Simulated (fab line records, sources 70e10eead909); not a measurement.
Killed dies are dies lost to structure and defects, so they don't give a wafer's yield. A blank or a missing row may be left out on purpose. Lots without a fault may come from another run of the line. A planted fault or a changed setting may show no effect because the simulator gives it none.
Which tool did it? | flow nand_harc | 11 lots, 33 wafers sampled, at 6 steps of a route of 1159

WHAT THE GAUGES READ, wafer by wafer
NHARC_A_CHANNEL_HOLE_D1_INSPECT_40.
lot  | measured     | on                | raw_defect_count
L250 | day 9 01:36  | defect_inspect-01 | 52 43 54
L252 | day 9 07:40  | defect_inspect-01 | 55 69 60
L254 | day 9 17:08  | defect_inspect-02 | 37 56 59
L257 | day 10 03:05 | defect_inspect-02 | 41 63 39
L256 | day 10 07:06 | defect_inspect-01 | 58 47 44
L258 | day 11 01:06 | defect_inspect-01 | 70 69 56
L259 | day 11 01:06 | defect_inspect-01 | 46 36 36
L260 | day 11 19:07 | defect_inspect-02 | 49 57 52
L264 | day 12 05:55 | defect_inspect-01 | 61 65 1151
L269 | day 13 08:57 | defect_inspect-02 | 69 60 80
L267 | day 13 09:10 | defect_inspect-01 | 1128 48 1144

NHARC_END_SORT_01.
lot  | measured     | on        | killed_at_array | killed_at_other | killed_at_periphery | killed_dies | killed_open | killed_short
L260 | day 22 10:47 | prober-01 | 18 23 35        | 0 0 2           | 4 5 4               | 22 28 41    | 3 3 4       | 2 1 2
L264 | day 23 08:03 | prober-02 | 36 30 107       | 1 0 0           | 4 2 1               | 41 32 108   | 4 2 6       | 0 1 1
L269 | day 23 08:49 | prober-01 | 28 26           | 0 0             | 5 2                 | 33 28       | 2 1         | 0 1
L267 | day 24 02:49 | prober-01 | 116 38 101      | 1 0 1           | 2 2 4               | 119 40 106  | 2 2 6       | 4 0 1

WHICH TOOL RAN EACH LOT (tool, then ch and the chambers of the sampled wafers, then the start)
lot  | NHARC_A_CHANNEL_HOLE_D1_ETCH_34               | NHARC_A_CHANNEL_HOLE_D1_ETCH_19  | NHARC_A_CHANNEL_HOLE_D1_ETCH_25  | NHARC_A_CHANNEL_FILL_D1_ALD_02
L250 | rie_diel-05 ch 0,1,3, day 8 19:53 or earlier  | har_etch-02 ch 0,1, day 8 19:53  | har_etch-02 ch 0,1, day 8 22:47  | ald_hk-02 ch 1,2, day 9 01:52
L252 | rie_diel-10 ch 0,1,2, day 9 01:58 or earlier  | har_etch-01 ch 0,1, day 9 01:58  | har_etch-01 ch 0,1, day 9 04:58  | ald_hk-02 ch 0,1,3, day 9 08:00
L254 | rie_diel-10 ch 0,1,3, day 9 11:25 or earlier  | har_etch-02 ch 0,1, day 9 11:25  | har_etch-02 ch 0,1, day 9 14:19  | ald_hk-02 ch 1,2,3, day 9 17:23
L257 | rie_diel-05 ch 1,2,3, day 9 21:14 or earlier  | har_etch-02 ch 0,1, day 9 21:14  | har_etch-02 ch 0,1, day 10 00:15 | ald_hk-03 ch 0,3, day 10 03:18
L256 | rie_diel-05 ch 1,2,3, day 10 01:22 or earlier | har_etch-02 ch 0, day 10 01:22   | har_etch-02 ch 0, day 10 04:17   | ald_hk-04 ch 2,3, day 10 07:18
L258 | rie_diel-11 ch 0,2,3, day 10 19:13 or earlier | har_etch-01 ch 0,1, day 10 19:13 | har_etch-01 ch 0,1, day 10 22:09 | ald_hk-02 ch 0,1,3, day 11 04:30
L259 | rie_diel-05 ch 1,2,3, day 10 19:23 or earlier | har_etch-02 ch 0,1, day 10 19:23 | har_etch-02 ch 0,1, day 10 22:18 | ald_hk-04 ch 0,2,3, day 11 04:56
L260 | rie_diel-10 ch 0,1,2, day 11 13:05 or earlier | har_etch-01 ch 0,1, day 11 13:05 | har_etch-01 ch 0,1, day 11 16:07 | ald_hk-03 ch 0,2,3, day 11 19:19
L264 | rie_diel-11 ch 1,2,3, day 11 23:43 or earlier | har_etch-02 ch 0,1, day 11 23:43 | har_etch-02 ch 0,1, day 12 02:36 | ald_hk-02 ch 0,1,3, day 12 06:33
L269 | rie_diel-05 ch 1,2,3, day 13 03:15 or earlier | har_etch-01 ch 0,1, day 13 03:15 | har_etch-01 ch 0,1, day 13 06:08 | ald_hk-04 ch 0,1,2, day 13 09:09
L267 | rie_diel-10 ch 1,2,3, day 13 03:31 or earlier | har_etch-02 ch 0,1, day 13 03:31 | har_etch-02 ch 0,1, day 13 06:48 | ald_hk-04 ch 0,1,3, day 13 09:48
- NHARC_A_CHANNEL_HOLE_D1_ETCH_34: etches the open film in CF4/CHF3, target depth 154 nm, time 77 s.
- NHARC_A_CHANNEL_HOLE_D1_ETCH_19: etches the open film in C4F8/O2/Ar, time 34.5 s.
- NHARC_A_CHANNEL_HOLE_D1_ETCH_25: etches the open film in C4F8/O2/Ar, time 1040.2 s, target depth 1500 nm.
- NHARC_A_CHANNEL_FILL_D1_ALD_02: deposits SiO2, target thk 6 nm, pulse time 10 s, ald cycles 60.

WHAT THE TOOLS THEMSELVES READ (means of the sampled wafers that have a number; where no wafer has one, the mark that the record gives instead)
NHARC_A_CHANNEL_HOLE_D1_ETCH_34.
lot  | tool        | drypump_motor_current_A (A) | oes_product_au (a.u.) | rf_fwd_power_W (W) | rf_vpp_V (V) | showerhead_plenum_p_Torr (Torr) | throttle_valve_pct (%)
L250 | rie_diel-05 | 6.0                         | 0.972                 | 495.6              | 372.0        | 1.60                            | 16.798
L252 | rie_diel-10 | 5.3                         | 0.972                 | 493.3              | 370.8        | 1.57                            | 16.799
L254 | rie_diel-10 | 5.9                         | 0.973                 | 494.6              | 370.2        | 1.56                            | 16.813
L257 | rie_diel-05 | 5.9                         | 0.960                 | 495.5              | 373.4        | 1.64                            | 16.805
L256 | rie_diel-05 | 5.9                         | 0.973                 | 496.0              | 373.3        | 1.64                            | 16.797
L258 | rie_diel-11 | 5.8                         | 0.962                 | 496.6              | 370.6        | 1.57                            | 16.802
L259 | rie_diel-05 | 5.9                         | 0.934                 | 496.0              | 372.8        | 1.64                            | 16.802
L260 | rie_diel-10 | 5.4                         | 0.919                 | 497.3              | 371.4        | 1.57                            | 16.796
L264 | rie_diel-11 | 5.7                         | 0.921                 | 495.8              | 371.7        | 1.61                            | 16.801
L269 | rie_diel-05 | 5.8                         | 0.927                 | 496.8              | 372.2        | 1.64                            | 16.803
L267 | rie_diel-10 | 5.7                         | 0.971                 | 495.8              | 369.6        | 1.56                            | 16.812

NHARC_A_CHANNEL_HOLE_D1_ETCH_19.
lot  | tool        | drypump_motor_current_A (A) | rf_fwd_power_W (W) | showerhead_plenum_p_Torr (Torr) | throttle_valve_pct (%)
L250 | har_etch-02 | 5.9                         | 2441               | 3.68                            | 37.033
L252 | har_etch-01 | 6.5                         | 2457               | 3.82                            | 37.039
L254 | har_etch-02 | 6.1                         | 2450               | 3.67                            | 37.038
L257 | har_etch-02 | 6.1                         | 2459               | 3.67                            | 37.035
L256 | har_etch-02 | 5.6                         | 2447               | 3.66                            | 37.036
L258 | har_etch-01 | 6.5                         | 2460               | 3.81                            | 37.049
L259 | har_etch-02 | 6.1                         | 2450               | 3.67                            | 37.046
L260 | har_etch-01 | 6.5                         | 2451               | 3.83                            | 37.032
L264 | har_etch-02 | 6.1                         | 2447               | 3.66                            | 37.039
L269 | har_etch-01 | 6.5                         | 2452               | 3.80                            | 37.033
L267 | har_etch-02 | 5.9                         | 2450               | 3.65                            | 37.048

NHARC_A_CHANNEL_HOLE_D1_ETCH_25.
lot  | tool        | drypump_motor_current_A (A) | showerhead_plenum_p_Torr (Torr) | throttle_valve_pct (%)
L250 | har_etch-02 | 5.9                         | 3.63                            | 32.231
L252 | har_etch-01 | 6.5                         | 3.77                            | 32.234
L254 | har_etch-02 | 6.1                         | 3.63                            | 32.231
L257 | har_etch-02 | 6.1                         | 3.63                            | 32.240
L256 | har_etch-02 | 5.6                         | 3.61                            | 32.224
L258 | har_etch-01 | 6.5                         | 3.76                            | 32.229
L259 | har_etch-02 | 6.1                         | 3.62                            | 32.229
L260 | har_etch-01 | 6.5                         | 3.78                            | 32.231
L264 | har_etch-02 | 6.1                         | 3.61                            | 32.229
L269 | har_etch-01 | 6.5                         | 3.75                            | 32.234
L267 | har_etch-02 | 5.9                         | 3.61                            | 32.228

NHARC_A_CHANNEL_FILL_D1_ALD_02.
lot  | tool      | heater_power_outer_w (W) | heater_power_w (W) | precursor_pulse_height_rel
L250 | ald_hk-02 | 286                      | 540                | 1.002
L252 | ald_hk-02 | 282                      | 519                | 1.000
L254 | ald_hk-02 | 283                      | 539                | 0.990
L257 | ald_hk-03 | 247                      | 462                | 0.998
L256 | ald_hk-04 | 249                      | 462                | 1.000
L258 | ald_hk-02 | 276                      | 534                | 1.021
L259 | ald_hk-04 | 253                      | 457                | 0.992
L260 | ald_hk-03 | 261                      | 492                | 0.986
L264 | ald_hk-02 | 279                      | 539                | 1.023
L269 | ald_hk-04 | 257                      | 460                | 1.016
L267 | ald_hk-04 | 246                      | 463                | 0.993

THE ANSWER, worked out from the rows above alone
Rule: what is usual is taken from the lots themselves. Put in order of their means at a reading, lots are off if they are a third of the lots or fewer, leave a main group of 4 or more, and stand apart from it by a gap of 3 or more times the standard deviation of the main group's means; of several such gaps the widest counts. A main group whose means are all the same, to the digits that the tables above print for the reading, isn't used. A lot without any number at a reading at which 4 lots or more have one is off too. The other lots that the step has rows for count as sound. The gauges are gone through in route order, then the tools' own readings, and for those a lot's mean is taken as printed above. The first step at which some lot is off is used, and at that step the reading that is off furthest; a lot without a number counts as furthest.
Off: L264, L267, at NHARC_A_CHANNEL_HOLE_D1_INSPECT_40 (raw_defect_count). The main group: mean 54, standard deviation 9.
A tool fits if, at a process step before that reading, it ran every lot that is off, and no sound lot after the first of them. The gauges at NHARC_A_CHANNEL_HOLE_D1_INSPECT_40 are tried like those tools. NHARC_A_CHANNEL_HOLE_D1_ETCH_34 gives no start for some lots, so the hours and the order of its lots are those of NHARC_A_CHANNEL_HOLE_D1_ETCH_19. Can't be told from this: 2 tools fit, har_etch-02 at NHARC_A_CHANNEL_HOLE_D1_ETCH_19 and NHARC_A_CHANNEL_HOLE_D1_ETCH_25, defect_inspect-01 at NHARC_A_CHANNEL_HOLE_D1_INSPECT_40.

WHAT THE SIMULATOR HAD PUT IN
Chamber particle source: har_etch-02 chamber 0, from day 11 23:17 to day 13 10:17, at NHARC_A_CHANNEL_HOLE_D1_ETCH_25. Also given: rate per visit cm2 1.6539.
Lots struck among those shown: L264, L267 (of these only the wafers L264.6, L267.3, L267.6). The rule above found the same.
